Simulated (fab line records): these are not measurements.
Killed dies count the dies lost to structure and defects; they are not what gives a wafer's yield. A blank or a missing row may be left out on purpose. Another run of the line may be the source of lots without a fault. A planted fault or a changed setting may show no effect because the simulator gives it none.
fab line records | flow nand_harc
[record] lots = 12 wafers = 33 last_day = 24
route steps=1159 shown P_BONDPAD@367 A_ONON_D1@432 END@1159
lots untouched by any fault: they come from a run of this same line in which no faults occurred
start_h: the number of hours between the record's first day and the start of the first shown wafer of the lot | wait_h: hours from the lot's prior step to this one | " repeats the value in the row above | L1.1+2: a single row standing in for several wafers | - no value, or no start was given | * or withheld: withheld | < > ~ a bound
route shown NAME@n: a module of which the file shows steps, and the number in the route of the first | usual: the fault-free wafers' mean and standard deviation | same: alike in all rows | chamber/n: place in a boat | sites: each site's reading | _std_site: the standard deviation of these | _edge_site: mean of outer sites minus mean of inner sites | radius_mm: for every site, how far away it sits from the centre of the wafer | mask NAME#n: copy n | behind: the last tool/chamber to shape the wafer | hold: why the lot went on hold/how many hours it stayed there/how the hold came to an end | device: names the non-switching transistor (n, p or np) | end of line: tests of these same wafers at the route's end | step lacking rows: just its recipe | killed: at the first sort, the dies lost to defects and structure; wafer yield is something else | map: a wafer's dies, marking killed ones x, the rest . and places with no die _
set.NAME: the setting that was run; set.NAME@STEP: the one run at that earlier step | model.NAME: the simulator's own value behind a step, which no gauge read
a sample of lots followed through the steps of the route, with each step as a table and each wafer as a row
services: from which hour (start_h, from the record's first day; less than 0 if before it) a tool's chamber was out of use, for how many hours, and why
[[steps]]
[step NHARC_P_BONDPAD_DESCUM_11]
[recipe] time_s = 3 o2_flow_sccm = 200 ar_flow_sccm = 0 bias_power_w = 0 chemistry = O2
[usual] drypump_motor_current_A = 5.5/0.34 oes_product_au = 1.000/0.0095 rf_vpp_V = 57.5/0.93 showerhead_plenum_p_Torr = 1.88/0.072 throttle_valve_pct = 11.311/0.0083
[same] time_s = 3
// columns lot.wafer tool chamber start_h wait_h drypump_motor_current_A oes_product_au rf_hours_counter_h rf_vpp_V showerhead_plenum_p_Torr throttle_valve_pct
L318.1 rie_diel-10 0 146.40 - 5.7 1.002 11 57.8 1.91 11.308
L318.4 " 2 " " 5.2 0.989 12 59.1 1.96 11.298
L318.6 " 0 " " 5.7 1.011 - 56.8 1.91 11.312
L321.2 rie_diel-10 0 152.65 - 5.7 1.018 12 57.9 1.91 11.309
L321.1 " 3 " " 5.7 0.999 13 56.5 1.80 11.304
L321.6 " 0 " " 5.7 1.016 - 56.8 1.91 11.321
L323.2 rie_diel-10 0 175.14 - 5.8 1.002 14 58.8 1.91 11.295
L323.4 " 1 " " 5.1 1.009 14 58.8 1.82 11.320
L323.3 " 3 " " 5.7 0.999 15 57.8 1.80 11.313
L325.4 rie_diel-13 1 184.07 - 5.8 0.984 27 57.1 1.79 11.312
L325.3 " 2 " " 5.3 0.995 31 57.1 1.99 11.317
L325.1 " 3 " " 6.0 0.985 30 57.4 1.78 11.312
L328.3 rie_diel-13 0 203.77 - 5.6 0.996 33 57.5 1.92 11.320
L328.4 " 3 " " 6.1 0.986 37 55.8 1.78 11.322
L328.6 " 0 " " 5.6 0.994 - 56.6 1.92 11.318
L327.3 rie_diel-10 2 205.07 - 5.2 0.986 3 56.3 1.96 11.306
L327.4 " 3 " " 5.7 1.014 2 56.9 1.80 11.317
L327.1 " 0 " " 5.7 1.003 3 57.7 1.91 11.309
L331.3 rie_diel-10 2 206.79 - 5.2 0.990 3 58.2 1.96 11.313
L331.5 " 1 " " 5.1 0.999 - 57.2 1.82 11.309
L331.6 " 2 " " 5.2 0.974 - 60.3 1.96 11.301
L329.4 rie_diel-10 2 210.21 - 5.2 0.983 3 58.4 1.96 11.316
L329.5 " 1 " " 5.1 1.008 - 56.6 1.82 11.320
L329.6 " 2 " " 5.3 0.990 - 59.6 1.96 11.323
L332.5 rie_diel-13 2 231.03 - 5.3 1.003 - 59.9 1.98 11.314
L332.6 " 3 " " 6.1 0.985 - 56.7 1.78 11.303
L334.5 rie_diel-10 3 237.68 - 5.7 1.008 - 56.6 1.80 11.300
L334.6 " 0 " " 5.8 0.997 - 58.3 1.91 11.297
L335.2 rie_diel-10 1 242.25 - 5.1 1.004 6 57.7 1.81 11.311
L335.3 " 2 " " 5.2 0.989 6 58.3 1.96 11.324
L335.6 " 1 " " 5.1 0.999 - 55.9 1.81 11.309
L338.5 rie_diel-10 1 259.20 - 5.1 0.996 - 58.0 1.81 11.311
L338.6 " 2 " " 5.2 0.979 - 58.2 1.96 11.306
[step NHARC_P_BONDPAD_ETCH_37]
[recipe] target_depth_a = 600 overetch_a = 180 time_s = 65.91 ion_energy_ev = 200 n2_flow_sccm = 150 h2_flow_sccm = 150 ar_flow_sccm = 0 rf_w = 400 bias_w = 150 chemistry = N2/H2
[usual] drypump_motor_current_A = 5.5/0.34 oes_product_au = 1.000/0.0087 rf_vpp_V = 429.3/2.4 showerhead_plenum_p_Torr = 1.99/0.08 throttle_valve_pct = 14.172/0.011
[same] time_s = 65.91
// columns lot.wafer tool chamber start_h wait_h drypump_motor_current_A oes_product_au rf_hours_counter_h rf_vpp_V showerhead_plenum_p_Torr throttle_valve_pct
L318.4 rie_diel-10 0 146.49 0.1 5.7 1.007 11 431.2 2.04 14.168
L318.1 " 1 " " 5.1 1.006 12 428.5 1.93 14.184
L318.6 " 3 " " 5.7 1.012 - 426.3 1.92 14.170
L321.1 rie_diel-10 1 152.74 0.1 5.1 1.003 12 427.5 1.93 14.159
L321.2 " 0 " " 5.7 1.018 12 430.6 2.04 14.185
L321.6 " 2 " " 5.2 1.007 - 432.1 2.10 14.177
L323.2 rie_diel-10 1 175.23 0.1 5.1 1.003 14 426.6 1.93 14.179
L323.4 " 2 " " 5.2 0.996 15 431.7 2.09 14.163
L323.3 " 0 " " 5.8 1.009 14 431.8 2.04 14.163
L325.4 rie_diel-13 3 184.15 0.1 6.0 0.987 30 426.2 1.90 14.159
L325.3 " 0 " " 5.6 1.006 27 430.5 2.05 14.182
L325.1 " 2 " " 5.3 1.003 31 433.0 2.12 14.187
L328.3 rie_diel-13 0 203.86 0.1 5.6 0.995 33 429.8 2.05 14.153
L328.4 " 1 " " 5.8 0.985 33 427.6 1.91 14.166
L328.6 " 0 " " 5.6 0.989 - 430.1 2.05 14.170
L327.4 rie_diel-10 3 205.15 0.1 5.7 1.008 2 426.5 1.92 14.180
L327.3 " 0 " " 5.8 1.013 3 430.8 2.04 14.168
L327.1 " 2 " " 5.2 0.995 3 432.8 2.09 14.165
L331.3 rie_diel-10 0 206.89 0.1 5.7 1.009 3 429.6 2.04 14.180
L331.6 " 1 " " 5.1 1.012 - 427.4 1.93 14.192
L331.5 " 2 " " 5.2 0.990 - 432.4 2.09 14.180
L329.4 rie_diel-10 1 210.29 0.1 5.1 1.005 3 427.8 1.93 14.163
L329.5 " 1 " " 5.1 1.000 - 428.1 1.93 14.159
L329.6 " 2 " " 5.3 0.988 - 431.6 2.09 14.166
L332.6 rie_diel-13 0 231.10 0.1 5.6 1.012 - 429.7 2.05 14.164
L332.5 " 1 " " 5.8 0.992 - 425.6 1.90 14.167
L334.5 rie_diel-10 3 237.76 0.1 5.7 1.009 - 427.2 1.92 14.174
L334.6 " 0 " " 5.7 1.008 - 430.3 2.04 14.167
L335.2 rie_diel-10 2 242.32 0.1 5.2 0.988 6 432.7 2.09 14.171
L335.3 " 0 " " 5.8 1.012 5 431.2 2.04 14.170
L335.6 " 2 " " 5.2 0.995 - 432.3 2.09 14.173
L338.6 rie_diel-10 0 259.28 0.1 5.7 1.005 - 430.9 2.04 14.168
L338.5 " 1 " " 5.1 0.997 - 428.3 1.93 14.187
[step NHARC_P_BONDPAD_CMP_19]
[recipe] t_overpolish_s = 30 cu_recess_touch_s = 16 target_thk_nm = 160.81
[usual] edge_zone_pressure_frac = 1.000/0.0049 motor_current_A = 11.8/1.3 overpolish_run_s = 30.001/0.0089
// columns lot.wafer tool chamber start_h wait_h edge_zone_pressure_frac motor_current_A overpolish_run_s
L318.1 cmp-02 2 148.44 - 1.001 11.2 30.010
L318.4 " 3 " " 1.002 9.7 30.004
L318.6 " 2 " " 0.992 11.8 29.999
L321.2 cmp-02 0 154.72 - 1.002 11.6 30.012
L321.1 " 2 " " 1.009 11.9 30.007
L321.6 " 3 " " 0.993 10.6 30.003
L323.4 cmp-03 0 177.37 - 1.003 9.6 29.990
L323.2 " 1 " " 1.002 12.4 29.992
L323.3 " 2 " " 0.995 12.1 30.004
L325.4 cmp-04 3 186.87 - 1.003 13.9 30.016
L325.1 " 0 " " 1.001 12.7 30.010
L325.3 " 2 " " 1.008 13.0 29.990
L328.4 cmp-03 1 205.85 - 0.997 11.9 29.995
L328.3 " 2 " " 0.999 12.2 29.999
L328.6 " 1 " " 0.996 11.6 30.016
L327.1 cmp-04 1 207.11 - 0.985 10.9 30.001
L327.3 " 2 " " 0.995 12.0 30.000
L327.4 " 3 " " 0.997 14.2 30.009
L331.3 cmp-02 3 208.89 - 1.002 9.9 29.989
L331.6 " 1 " " 0.999 11.4 30.002
L331.5 " 2 " " 0.997 11.7 29.996
L329.4 cmp-02 2 212.28 - 1.002 11.5 29.999
L329.5 " 2 " " 0.999 11.8 30.003
L329.6 " 3 " " 1.009 9.9 29.999
L332.5 cmp-03 3 233.14 - 1.002 11.4 29.997
L332.6 " 0 " " 0.990 9.2 29.989
L334.6 cmp-03 2 239.79 - 0.996 12.7 30.000
L334.5 " 3 " " 1.004 11.2 30.014
L335.3 cmp-04 1 244.25 - 1.007 10.8 30.002
L335.2 " 2 " " 1.001 12.9 30.011
L335.6 " 1 " " 0.999 11.3 30.004
L338.5 cmp-03 1 261.31 - 0.994 11.9 29.996
L338.6 " 2 " " 0.998 12.0 29.997
[step NHARC_A_ONON_D1_DEP_12]
[recipe] target_thk_a = 10000 n2_flow_sccm = 2750 n2o_flow_sccm = 2000 nh3_flow_sccm = 500 sih4_flow_sccm = 210 temp_c = 400
[usual] nh3_flow_sccm = 499.8/1.3
// columns lot.wafer tool chamber start_h wait_h nh3_flow_sccm
L318.1 pecvd_onon-04 0 174.60 0.1 500.1
L318.4 " 0 " " 499.5
L318.6 " 0 " " 498.9
L321.1 pecvd_onon-01 0 181.03 0.1 501.4
L321.2 " 0 " " 498.1
L321.6 " 0 " " 501.9
L323.2 pecvd_onon-04 0 203.15 0.1 498.7
L323.3 " 0 " " 499.4
L323.4 " 0 " " 498.5
L325.1 pecvd_onon-01 0 213.28 0.1 499.9
L325.3 " 0 " " 499.6
L325.4 " 0 " " 498.3
L331.3 pecvd_onon-04 0 236.53 0.2 502.6
L331.5 " 0 " " 499.7
L331.6 " 0 " " 500.1
L328.3 pecvd_onon-03 0 236.54 0.2 498.7
L328.4 " 0 " " 499.9
L328.6 " 0 " " 499.9
L327.1 pecvd_onon-01 0 236.58 0.1 497.9
L327.3 " 0 " " 498.8
L327.4 " 0 " " 497.9
L329.4 pecvd_onon-03 0 236.96 0.2 499.9
L329.5 " 0 " " 502.4
L329.6 " 0 " " 500.3
L332.5 pecvd_onon-03 0 259.96 0.3 500.8
L332.6 " 0 " " 501.8
L335.2 pecvd_onon-04 0 268.52 0.1 500.5
L335.3 " 0 " " 498.4
L335.6 " 0 " " 501.3
L334.5 pecvd_onon-03 0 268.67 0.3 498.8
L334.6 " 0 " " 498.7
L338.5 pecvd_onon-03 0 285.58 0.3 498.0
L338.6 " 0 " " 499.0
[step NHARC_A_ONON_D1_THK_MEAS_14]
[recipe] thk_meas_gauge = ellipsometry
[usual] thk_nm = 1001/12
// columns lot.wafer tool chamber start_h wait_h thk_nm
L318.1 film_metro-02 - 175.11 - 1006
L318.4 " - " " 1005
L318.6 " - " " 1005
L321.1 film_metro-01 - 181.54 - 1007
L321.2 " - " " 1006
L321.6 " - " " 1006
L323.2 film_metro-01 - 203.61 - 1001
L323.3 " - " " 1001
L323.4 " - " " 1000
L325.1 film_metro-01 - 213.79 - 992
L325.3 " - " " 992
L325.4 " - " " 994
L331.3 film_metro-02 - 236.92 - 1023
L331.5 " - " " 1024
L331.6 " - " " 1023
L328.3 film_metro-01 - 236.94 - 1006
L328.4 " - " " 1006
L328.6 " - " " 1005
L327.1 film_metro-01 - 237.09 - 1014
L327.3 " - " " 1014
L327.4 " - " " 1014
L329.4 film_metro-01 - 237.31 - 1018
L329.5 " - " " 1017
L329.6 " - " " 1018
L332.5 film_metro-02 - 260.24 - 1665
L332.6 " - " " 1005
L334.5 film_metro-01 - 268.95 - 1672
L334.6 " - " " 1011
L335.2 film_metro-02 - 269.00 - 983
L335.3 " - " " 985
L335.6 " - " " 985
L338.5 film_metro-02 - 285.86 - 1655
L338.6 " - " " 995
[step NHARC_END_SORT_01]
[recipe] temp_c = 25
[usual] killed_at_array = 25/9.2 killed_at_other = 0.9/1.3 killed_at_periphery = 3.3/2.3 killed_dies = 29/9.6 killed_open = 3.2/1.8 killed_short = 2/1.4
[same] gross_dies = 677
// columns lot.wafer tool chamber start_h wait_h killed_at_array killed_at_other killed_at_periphery killed_dies killed_open killed_short
L327.1 prober-02 0 512.26 2.5 31 0 4 35 3 3
L327.3 prober-02 0 513.87 3.1 44 0 5 49 3 2
L327.4 prober-02 0 514.67 3.4 35 0 10 45 1 3
L332.5 prober-01 0 554.90 3.7 673 1 3 677 1 3
L332.6 prober-01 0 555.71 4.0 36 0 2 38 3 2
L334.5 prober-02 0 570.39 3.6 673 0 4 677 4 1
L334.6 prober-02 0 571.17 3.9 37 0 6 43 3 0
L338.5 prober-01 0 570.56 3.7 669 1 7 677 3 1
L338.6 prober-01 0 571.37 4.0 15 2 3 20 2 3
// killed by level:class
L327.1 A_CHANNEL_HOLE_D1:chamber_film_flake=11 A_SLIT:chamber_film_flake=6 P_CONTACT:chamber_film_flake=3 A_M0:chamber_film_flake=3 A_STAIRCASE:chamber_film_flake=3 A_WL_FILL:geometric_particle:short=2 A_CONTACT:geometric_particle:open=2 A_CHANNEL_FILL_D1:geometric_particle:short=1
L327.3 A_CHANNEL_HOLE_D1:chamber_film_flake=19 A_SLIT:chamber_film_flake=10 A_STAIRCASE:chamber_film_flake=5 P_CONTACT:chamber_film_flake=3 A_ZERO_WELL:chamber_film_flake=3 P_STI:geometric_particle:short=1 P_CONTACT:geometric_particle:open=1 A_ONON_D1:geometric_particle:open=1
L327.4 A_CHANNEL_HOLE_D1:chamber_film_flake=13 A_SLIT:chamber_film_flake=12 P_CONTACT:chamber_film_flake=9 A_STAIRCASE:chamber_film_flake=3 A_M0:geometric_particle:short=2 A_CHANNEL_FILL_D1:geometric_particle:short=1 A_WL_FILL:geometric_particle:open=1 P_STI:chamber_film_flake=1
L332.5 A_ONON_D1:area_dep=636 A_CHANNEL_HOLE_D1:chamber_film_flake=14 A_SLIT:chamber_film_flake=13 A_CONTACT:chamber_film_flake=4 P_CONTACT:chamber_film_flake=2 A_ONON_D1:geometric_particle:short=1 A_CHANNEL_FILL_D1:geometric_particle:short=1 A_CHANNEL_FILL_D1:geometric_particle:open=1
L332.6 A_CHANNEL_HOLE_D1:chamber_film_flake=17 A_SLIT:chamber_film_flake=9 A_CONTACT:chamber_film_flake=3 A_CONTACT:geometric_particle:open=2 P_M1:chamber_film_flake=2 A_CHANNEL_FILL_D1:chamber_film_flake=2 A_SGD_CUT:geometric_particle:open=1 A_SGD_CUT:geometric_particle:short=1
L334.5 A_ONON_D1:area_dep=642 A_SLIT:chamber_film_flake=11 A_CHANNEL_HOLE_D1:chamber_film_flake=11 A_CONTACT:chamber_film_flake=6 P_CONTACT:geometric_particle:open=1 P_M0:geometric_particle:open=1 A_ONON_D1:geometric_particle:open=1 A_CHANNEL_FILL_D1:geometric_particle:open=1
L338.5 A_ONON_D1:area_dep=653 A_CONTACT:chamber_film_flake=7 P_M2:chamber_film_flake=5 A_CHANNEL_HOLE_D1:chamber_film_flake=3 A_SLIT:chamber_film_flake=2 P_GATE:geometric_particle:short=1 A_CONTACT:geometric_particle:open=1 A_BLC:geometric_particle:open=1
L334.6 A_CHANNEL_HOLE_D1:chamber_film_flake=20 A_SLIT:chamber_film_flake=11 A_CONTACT:chamber_film_flake=4 P_STI:geometric_particle:open=2 P_STI:chamber_film_flake=2 P_M1:chamber_film_flake=2 A_ONON_D1:geometric_particle:open=1 A_ZERO_WELL:chamber_film_flake=1
L338.6 A_CHANNEL_HOLE_D1:chamber_film_flake=6 A_ONON_D1:geometric_particle:short=2 P_M2:chamber_film_flake=2 A_STAIRCASE:chamber_film_flake=2 A_CONTACT:chamber_film_flake=2 THIN_TSV:chamber_film_flake=2 A_ONON_D1:geometric_particle:open=1 A_CONTACT:geometric_particle:short=1
[[services]]
// columns tool chamber start_h hours kind
cmp-02 - 128.60 4.0 pm
rie_diel-10 0 131.00 - clean
rie_diel-10 1 131.00 - clean
rie_diel-10 2 131.00 - clean
cmp-03 - 135.50 1.4 repair
cmp-04 - 139.01 0.9 repair
pecvd_onon-03 - 153.38 13.0 pm
cmp-04 - 155.65 2.5 repair
cmp-03 - 156.00 4.0 pm
rie_diel-10 - 176.50 9.0 pm
pecvd_onon-01 - 195.00 13.0 pm
rie_diel-10 3 195.26 3.1 repair
cmp-04 - 203.00 4.0 pm
rie_diel-13 3 205.91 4.2 repair
rie_diel-13 1 206.20 2.9 repair
cmp-02 - 221.89 0.2 repair
cmp-02 - 226.60 4.0 pm
pecvd_onon-04 - 237.00 13.0 pm
cmp-02 - 238.38 2.3 repair
cmp-03 - 241.72 0.7 repair
cmp-03 - 254.00 4.0 pm
cmp-02 - 257.44 0.8 repair
cmp-02 - 276.04 14.4 repair
rie_diel-13 - 276.17 9.0 pm
[[key]]
[first_sign] step = NHARC_A_ONON_D1_THK_MEAS_14 reading = thk_nm direction = up sigmas = 56 usual = 1001 struck = 1664
[effect] step = NHARC_END_SORT_01 reading = killed_at_array direction = up sigmas = 70 usual = 25 struck = 672
[more_kills_born_at] NHARC_A_ONON_D1_DEP_12@pecvd_onon-03 = 1931
met_at NHARC_A_ONON_D1_DEP_12
struck_lots L332,L334,L338
struck_wafers L332.5,L334.5,L338.5
later_rows_left_out L332.5,L334.5,L338.5
tester_left_out L332,L334,L338
not_acting_at NHARC_P_BONDPAD_DESCUM_11,NHARC_P_BONDPAD_ETCH_37,NHARC_P_BONDPAD_CMP_19
onset_between 236.96 259.96
[fault] kind = process_parameter_drift tool = pecvd_onon-03 chamber = - onset_h = 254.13 steps = NHARC_A_ONON_D1_DEP_12 channel = target_thk_a offset = * shape = step end_h = 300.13 scope = struck_wafers_only acts_in = * stated = *
// tester_left_out: of these lots the tester's yield and bins aren't shown, on N5 and GAA mostly nor the transistor test; their killed dies are dies lost to structure and defects alone, not to doping, threshold or leakage, so they don't give the yield
// later_rows_left_out: the simulator's readings of these wafers behind a module that went badly wrong aren't trusted and aren't shown, but for the sort
